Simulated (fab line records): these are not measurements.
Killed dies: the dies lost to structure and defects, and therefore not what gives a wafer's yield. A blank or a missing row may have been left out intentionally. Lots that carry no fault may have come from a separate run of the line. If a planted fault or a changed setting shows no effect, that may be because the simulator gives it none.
fab line records	flow n5-finfet
[record] lots = 9	wafers = 26	last-day = 17
route steps=1938 shown FIN_SAQP@140 FIN_CUT@168 BEOL_M4@1111
lots that met no fault: from a run of the same line without faults
start-h: the number of hours between the record's first day and the start of the first shown wafer of the lot	wait-h: hours since the lot's step before	" unchanged from the row above	L1.1+2: several wafers, shown together as one row	- no value, or no start was given	* or withheld: withheld	< > ~ a bound
route shown NAME@n: names a module that has steps shown in the file, with the first one's number in the route	usual: average and standard deviation across the fault-free wafers	same: alike in all rows	chamber/n: place in a boat	sites: per-site readings	_std_site: the values' standard deviation	_edge_site: mean of outer sites minus mean of inner sites	radius-mm: for every site, how far away it sits from the centre of the wafer	mask NAME#n: copy n	behind: the most recent tool/chamber to have shaped the wafer	hold: cause of the lot's hold/its duration in hours/its outcome	device: whichever transistor did not switch (one of n, p or np)	end of line: the same wafers' tests at the end of the route	for a step that has no rows: nothing shown but its recipe	killed: count of dies lost to structure and defects at first sort (not the wafer's yield)	map: the dies of a wafer, with x for killed, . for not killed, _ for no die there
set.NAME: the setting that was run; set.NAME@STEP: the one run at that earlier step	model.NAME: the simulator's own value behind a step, which no gauge read
route steps across a sampled set of lots; one table per step, one row per wafer
services: from which hour (start-h, from the record's first day; less than 0 if before it) a tool's chamber was out of use, for how many hours, and why
[[steps]]
[step N5_FIN_SAQP_MANDREL2_REMOVE_60]
[recipe] chemistry = HBr/Cl2/O2	bt-time-s = 10	target = a-Si	stop-on = SiNx	endpoint = OES-SiCl	over-etch-frac = 1	icp-w = 600	bias-w = 22	HBr_flow_sccm = 150	Cl2_flow_sccm = 80	O2_flow_sccm = 5	pressure-mtorr = 10
[usual] drypump-motor-current-A = 5.8/0.48	oes-product-au = 1.004/0.013	throttle-valve-pct = 36.7/0.3
[same] bt-time-s = 10
lot.wafer	tool	chamber	start-h	wait-h	drypump-motor-current-A	oes-product-au	rf-hours-counter-h	throttle-valve-pct
L757.1	rie-si-04	2	31.65	0.1	5.7	1.007	74	36.5
L757.2	"	0	"	"	5.8	0.998	23	37.0
L757.4	"	3	"	"	6.0	0.998	194	36.8
L758.1	rie-si-04	1	41.90	0.1	6.5	1.008	62	37.2
L758.2	"	3	"	"	6.0	0.995	194	36.9
L758.4	"	0	"	"	5.8	0.996	23	37.0
L761.1	rie-si-04	3	58.28	0.1	6.0	0.991	194	36.8
L761.2	"	0	"	"	5.8	0.998	23	37.0
L761.3	"	2	"	"	5.7	0.997	75	36.5
L763.1	rie-si-04	2	68.11	0.1	5.8	0.999	75	36.5
L763.2	"	1	"	"	6.5	1.012	63	37.2
L763.6	"	2	"	"	5.8	1.008	-	36.5
L764.2	rie-si-04	1	75.14	0.1	6.5	1.018	63	37.2
L764.5	"	3	"	"	6.0	0.987	-	36.8
L764.6	"	0	"	"	5.8	1.008	-	37.0
L766.1	rie-si-06	0	87.17	0.1	6.2	1.028	7	36.8
L766.3	"	2	"	"	5.1	0.997	77	36.6
L766.6	"	1	"	"	5.9	1.002	-	36.2
L772.1	rie-si-02	1	123.35	0.1	6.3	0.995	153	36.1
L772.3	"	2	"	"	6.2	1.023	60	36.6
L772.5	"	3	"	"	5.9	1.041	-	36.8
L775.1	rie-si-04	3	141.48	0.1	6.0	0.975	195	36.8
L775.4	"	3	"	"	6.0	0.994	-	36.9
L778.2	rie-si-04	0	158.59	0.1	5.8	1.012	25	37.0
L778.4	"	0	"	"	5.8	1.001	-	37.0
L778.6	"	2	"	"	5.8	1.008	-	36.5
[step N5_FIN_SAQP_STRIP_77]
[recipe] chemistry = N2/H2	time-s = 90	power-w = 100	temp-c = 40	pressure-mtorr = 100	rf-frequency-hz = 6e+07	bias-power-w = 3	n2-flow-sccm = 300	h2-flow-sccm = 300
[usual] drypump-motor-current-A = 5.6/0.46	oes-product-au = 0.76/0.085	rf-vpp-V = 45.3/0.77	showerhead-plenum-p-Torr = 3.38/0.094	throttle-valve-pct = 12.30/0.27
lot.wafer	tool	chamber	start-h	wait-h	drypump-motor-current-A	oes-product-au	rf-hours-counter-h	rf-vpp-V	showerhead-plenum-p-Torr	throttle-valve-pct
L757.1	rie-diel-06	2	31.90	0.0	5.4	0.72	211	44.3	3.35	12.40
L757.2	"	3	"	"	6.8	0.78	123	46.4	3.53	12.11
L757.4	"	0	"	"	5.5	0.79	94	44.7	3.54	12.20
L758.1	rie-diel-01	1	42.15	0.0	4.9	0.69	224	45.8	3.34	12.36
L758.2	"	0	"	"	5.4	0.70	215	44.7	3.49	12.73
L758.4	"	1	"	"	4.8	0.69	-	45.1	3.34	12.34
L761.1	rie-diel-01	2	58.53	0.0	5.5	0.76	127	44.6	3.39	12.06
L761.2	"	1	"	"	4.9	0.69	232	44.4	3.33	12.37
L761.3	"	0	"	"	5.3	0.70	223	44.6	3.49	12.74
L763.1	rie-diel-04	0	68.36	0.0	5.6	0.72	199	46.7	3.36	12.58
L763.2	"	3	"	"	5.6	0.77	145	44.6	3.24	12.01
L763.6	"	3	"	"	5.6	0.77	-	44.0	3.24	12.02
L764.2	rie-diel-01	1	75.39	0.0	4.9	0.69	239	44.9	3.33	12.37
L764.5	"	1	"	"	4.8	0.69	-	46.9	3.33	12.38
L764.6	"	2	"	"	5.5	0.76	-	45.6	3.38	12.09
L766.1	rie-diel-06	3	87.51	0.0	6.8	0.77	139	45.7	3.52	12.15
L766.3	"	0	"	"	5.6	0.78	109	46.0	3.53	12.24
L766.6	"	3	"	"	6.9	0.77	-	46.3	3.52	12.15
L772.1	rie-diel-01	3	123.76	0.0	5.8	0.95	11	46.4	3.46	11.92
L772.3	"	1	"	"	4.9	1.01	0	45.9	3.32	11.77
L772.5	"	1	"	"	4.9	1.02	-	46.4	3.32	11.77
L775.1	rie-diel-04	1	141.73	0.0	5.6	0.70	201	46.1	3.35	12.36
L775.4	"	1	"	"	5.6	0.71	-	44.7	3.35	12.36
L778.2	rie-diel-01	3	158.87	0.0	5.8	0.91	26	45.3	3.45	11.98
L778.4	"	0	"	"	5.4	0.99	3	46.0	3.47	12.17
L778.6	"	3	"	"	5.8	0.92	-	46.4	3.45	11.97
[step N5_FIN_SAQP_INSPECT_40]
[recipe] inspect-instrument = brightfield	mode = aei
[usual] raw-defect-count = 223/65
lot.wafer	tool	chamber	start-h	wait-h	raw-defect-count
L757.1	defect-inspect-01	-	32.34	0.0	174
L757.2	"	-	"	"	234
L757.4	"	-	"	"	143
L758.1	defect-inspect-01	-	42.60	0.0	161
L758.2	"	-	"	"	192
L758.4	"	-	"	"	158
L761.1	defect-inspect-01	-	58.98	0.0	200
L761.2	"	-	"	"	165
L761.3	"	-	"	"	157
L763.1	defect-inspect-01	-	68.81	0.0	238
L763.2	"	-	"	"	430
L763.6	"	-	"	"	380
L764.2	defect-inspect-02	-	75.85	0.0	248
L764.5	"	-	"	"	276
L764.6	"	-	"	"	393
L766.1	defect-inspect-02	-	87.96	0.0	231
L766.3	"	-	"	"	163
L766.6	"	-	"	"	201
L772.1	defect-inspect-02	-	124.20	0.0	225
L772.3	"	-	"	"	162
L772.5	"	-	"	"	206
L775.1	defect-inspect-02	-	142.17	0.0	149
L775.4	"	-	"	"	132
L778.2	defect-inspect-02	-	159.31	0.0	306
L778.4	"	-	"	"	153
L778.6	"	-	"	"	172
[step N5_FIN_CUT_ETCH_20]
[recipe] chemistry = CF4	target = SiARC	target-depth-a = 260	mask-material = CAR-EUV	time-s = 43.3	ion-energy-ev = 80	pressure-mtorr = 40	source-w = 545	bias-w = 36	Ar_flow_sccm = 100	cf4-flow-sccm = 100	ends = cleared
[usual] drypump-motor-current-A = 5.6/0.48	etch-rf-on-time-s = 43.2/0.67	oes-product-au = 0.65/0.058	rf-vpp-V = 184.0/1.2	showerhead-plenum-p-Torr = 2.14/0.067	throttle-valve-pct = 15.63/0.21
lot.wafer	tool	chamber	start-h	wait-h	drypump-motor-current-A	etch-rf-on-time-s	oes-product-au	rf-hours-counter-h	rf-vpp-V	showerhead-plenum-p-Torr	throttle-valve-pct
L757.1	rie-diel-03	0	32.86	0.0	5.5	43.4	0.73	50	183.4	2.17	15.35
L757.2	"	2	"	"	4.8	43.9	0.59	215	184.0	2.21	15.86
L757.4	"	1	"	"	5.4	42.4	0.74	63	185.0	2.17	15.39
L758.1	rie-diel-02	2	43.08	0.0	5.2	43.1	0.69	117	183.1	2.15	15.63
L758.2	"	1	"	"	5.4	45.1	0.57	248	183.6	2.19	15.68
L758.4	"	0	"	"	5.9	44.5	0.58	245	183.2	2.02	15.49
L761.1	rie-diel-05	2	59.71	0.0	6.4	42.7	0.62	179	183.4	2.05	15.84
L761.2	"	3	"	"	5.5	42.0	0.68	127	182.8	2.07	15.66
L761.3	"	1	"	"	5.0	43.3	0.63	170	184.9	2.21	15.43
L763.1	rie-diel-05	0	69.29	0.0	6.5	43.4	0.60	198	182.9	2.13	15.95
L763.2	"	1	"	"	5.0	43.7	0.63	172	185.2	2.21	15.45
L763.6	"	3	"	"	5.5	42.2	0.68	-	183.4	2.07	15.67
L764.2	rie-diel-05	0	76.43	0.0	6.5	43.1	0.60	201	184.8	2.13	15.94
L764.5	"	1	"	"	5.0	43.6	0.63	-	184.7	2.21	15.45
L764.6	"	2	"	"	6.4	43.5	0.62	-	183.9	2.05	15.87
L766.1	rie-diel-05	0	88.50	0.0	6.5	43.2	0.61	204	184.2	2.13	15.94
L766.3	"	3	"	"	5.5	42.1	0.67	135	181.8	2.06	15.67
L766.6	"	1	"	"	5.0	43.6	0.63	-	186.0	2.21	15.46
L772.1	rie-diel-05	3	124.81	0.0	5.5	42.7	0.66	146	182.7	2.06	15.70
L772.3	"	1	"	"	5.0	44.0	0.62	188	186.0	2.21	15.47
L772.5	"	2	"	"	6.4	26.3	0.82	-	181.6	2.04	15.89
L775.1	rie-diel-05	3	142.78	0.0	5.5	42.6	0.65	153	184.9	2.06	15.71
L775.4	"	2	"	"	6.3	26.2	0.83	205	180.9	2.04	15.91
L778.2	rie-diel-03	2	159.92	0.0	4.9	42.5	0.87	0	184.8	2.20	15.44
L778.4	"	3	"	"	5.3	43.3	0.61	189	182.7	2.13	15.66
L778.6	"	3	"	"	5.3	43.5	0.61	-	184.4	2.13	15.64
[step N5_BEOL_M4_RC_MEAS_101]
[usual] DIBL_N = 36.4/1.5	DIBL_P = 36.6/1.9	IOFF_N = 0.155/0.021	IOFF_P = 0.211/0.028	ION_N = 671/8.6	ION_P = 462/5.8	SS_N = 71.5/0.5	SS_P = 73.4/0.58	VT_N = 250.1/2.4	VT_P = -250.1/3
lot.wafer	tool	chamber	start-h	wait-h	DIBL_N[mV/V]	DIBL_P[mV/V]	IOFF_N[nA/um]	IOFF_P[nA/um]	ION_N[uA/um]	ION_P[uA/um]	SS_N[mV/dec]	SS_P[mV/dec]	VT_N[mV]	VT_P[mV]
L757.1	prober-01	0	176.48	0.0	35.7	35.7	0.152	0.207	677	464	71.3	73.3	249.9	-250.3
L757.2	"	0	"	"	36.7	36.6	0.157	0.215	676	468	71.8	73.8	249.4	-251.7
L757.4	"	0	"	"	35.8	35.5	0.149	0.198	664	460	71.7	74.5	251.1	-249.5
L758.1	prober-01	0	178.75	0.0	36.4	37.3	0.155	0.241	671	472	71.1	73.9	248.2	-247.0
L758.2	"	0	"	"	36.8	37.6	0.159	0.256	664	466	70.7	73.5	248.4	-247.3
L758.4	"	0	"	"	36.8	38.0	0.158	0.251	675	469	71.4	74.1	250.2	-246.1
L761.1	prober-01	0	190.62	0.0	34.9	34.8	0.137	0.224	657	464	70.6	72.8	254.1	-246.3
L761.2	"	0	"	"	34.0	33.9	0.129	0.204	661	463	70.9	72.6	256.0	-251.0
L761.3	"	0	"	"	33.9	33.5	0.126	0.202	660	466	71.0	72.7	249.6	-251.1
L763.1	prober-01	0	208.23	0.0	37.1	38.8	0.171	0.237	675	466	72.0	73.4	248.3	-246.5
L763.2	"	0	"	"	36.5	37.6	0.168	0.222	674	463	71.3	73.5	247.9	-247.4
L763.6	"	0	"	"	36.7	38.3	0.163	0.237	675	464	71.5	73.5	249.0	-246.5
L764.2	prober-01	0	214.80	0.2	35.8	36.1	0.159	0.205	677	461	71.3	73.3	249.3	-251.5
L764.5	"	0	"	"	37.2	38.0	0.187	0.236	683	462	71.7	73.5	245.6	-248.7
L764.6	"	0	"	"	34.7	35.6	0.134	0.195	658	456	70.5	73.3	251.4	-252.2
L766.1	prober-02	0	230.69	0.0	35.1	37.2	0.155	0.237	672	468	71.5	73.1	249.5	-246.7
L766.3	"	0	"	"	34.4	36.2	0.144	0.221	669	458	71.2	73.0	250.6	-246.5
L766.6	"	0	"	"	33.7	35.3	0.133	0.204	662	461	71.7	72.8	252.6	-252.6
L772.1	prober-01	0	273.76	0.0	37.7	37.4	0.158	0.238	669	463	72.0	73.7	249.9	-249.9
L772.3	"	0	"	"	37.2	37.2	0.149	0.240	665	462	71.5	73.4	249.9	-250.2
L772.5	"	0	"	"	38.2	38.3	0.169	0.260	671	471	71.9	73.4	249.4	-246.3
L775.1	prober-01	0	280.43	0.0	36.9	37.3	0.160	0.221	665	459	71.8	73.4	252.5	-247.9
L775.4	"	0	"	"	37.3	37.8	0.171	0.209	677	460	71.3	73.5	247.6	-250.5
L778.2	prober-01	0	297.41	0.2	32.6	33.7	0.128	0.168	670	469	71.4	72.8	252.5	-250.6
L778.4	"	0	"	"	34.9	35.5	0.152	0.209	677	471	71.3	73.7	249.9	-246.6
L778.6	"	0	"	"	34.2	34.8	0.143	0.188	679	467	71.7	73.1	251.6	-253.1
[[services]]
tool	chamber	start-h	hours	kind
rie-diel-02	3	20.04	2.6	repair
rie-diel-05	-	21.37	2.8	pm
rie-si-02	-	23.94	0.1	repair
rie-diel-01	3	29.60	32.2	repair
rie-diel-05	0	30.39	36.1	repair
rie-diel-04	1	57.67	9.6	repair
rie-diel-03	1	71.18	4.8	repair
rie-diel-05	1	79.88	4.9	repair
rie-diel-01	3	80.03	-	clean
rie-si-04	-	85.43	28.1	pm
rie-diel-01	1	86.89	2.2	repair
rie-diel-06	3	95.74	5.3	repair
rie-diel-06	1	102.17	2.4	repair
rie-diel-01	-	104.58	0.5	repair
rie-diel-02	1	110.06	6.0	repair
rie-diel-06	0	118.56	6.0	repair
rie-si-04	2	123.26	19.5	repair
rie-diel-03	-	130.92	0.7	repair
rie-diel-02	-	140.34	0.4	repair
rie-si-04	3	142.75	-	clean
rie-si-04	3	142.75	18.2	scheduled-down
rie-si-04	3	142.75	18.2	vent-cycle
rie-diel-03	1	149.89	4.6	repair
rie-si-02	-	153.92	14.6	pm
[[key]]
[first-sign] step = N5_FIN_CUT_ETCH_20	reading = etch-rf-on-time-s	direction = down	sigmas = 25	usual = *	struck = *
[effect] step = N5_FIN_CUT_ETCH_20	reading = oes-product-au	direction = up	sigmas = 3	usual = 0.65	struck = 0.83
met-at N5_FIN_CUT_ETCH_20
struck-lots L772,L775
struck-wafers L772.5,L775.4
not-acting-at N5_FIN_SAQP_MANDREL2_REMOVE_60,N5_FIN_SAQP_STRIP_77,N5_FIN_SAQP_INSPECT_40
onset-between 88.50 124.81
[fault] kind = process-parameter-drift	tool = rie-diel-05	chamber = -	onset-h = 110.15	steps = N5_FIN_CUT_ETCH_20	channel = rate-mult	offset = 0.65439	shape = step	end-h = 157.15	scope = struck-wafers-only
